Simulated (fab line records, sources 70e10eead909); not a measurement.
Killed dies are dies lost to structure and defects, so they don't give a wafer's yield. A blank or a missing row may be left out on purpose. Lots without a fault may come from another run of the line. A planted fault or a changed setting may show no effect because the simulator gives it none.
Chamber matching | flow nand_harc | NHARC_A_CONTACT_DESCUM_13 on rie_diel-13: 3 sister chambers
The step chemistry O2, time 3 s. 3 wafers are shown with their chamber, then 6 later ones without.

WAFERS WITH THEIR CHAMBER
wafer  | chamber | drypump_motor_current_A (A)
L085.5 | 1       | 6.1
L087.2 | 0       | 5.1
L087.5 | 2       | 6.2

WAFERS WITHOUT THEIR CHAMBER
wafer  | drypump_motor_current_A (A)
L089.2 | 6.2
L089.3 | 6.0
L090.2 | 6.0
L097.2 | 6.0
L097.3 | 5.1
L097.5 | 6.0

WHICH CHAMBER EACH WENT THROUGH
wafer  | from the rows above     | in truth
L089.2 | can't be placed: 2 or 1 | 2
L089.3 | can't be placed: 1 or 2 | 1
L090.2 | can't be placed: 1 or 2 | 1
L097.2 | can't be placed: 1 or 2 | 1
L097.3 | 0                       | 0
L097.5 | can't be placed: 1 or 2 | 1
Placed correctly: 1 of 6. Can't be placed from these rows: 5 (the true chamber is among the candidates in 5). Placed wrongly: 0.
How it was worked out, from the rows above alone: a wafer's distance from a chamber is the root of the sum, over the readings, of the square of ((its reading less the chamber's mean) divided by the reading's scatter). The wafer belongs to the nearest chamber; if the next one is less than 2 further off, it can't be placed. A chamber's mean is the mean of its shown wafers. The scatter: with one shown wafer a chamber, the root of the mean of the squares of how far each hidden wafer lies from its nearest shown one.
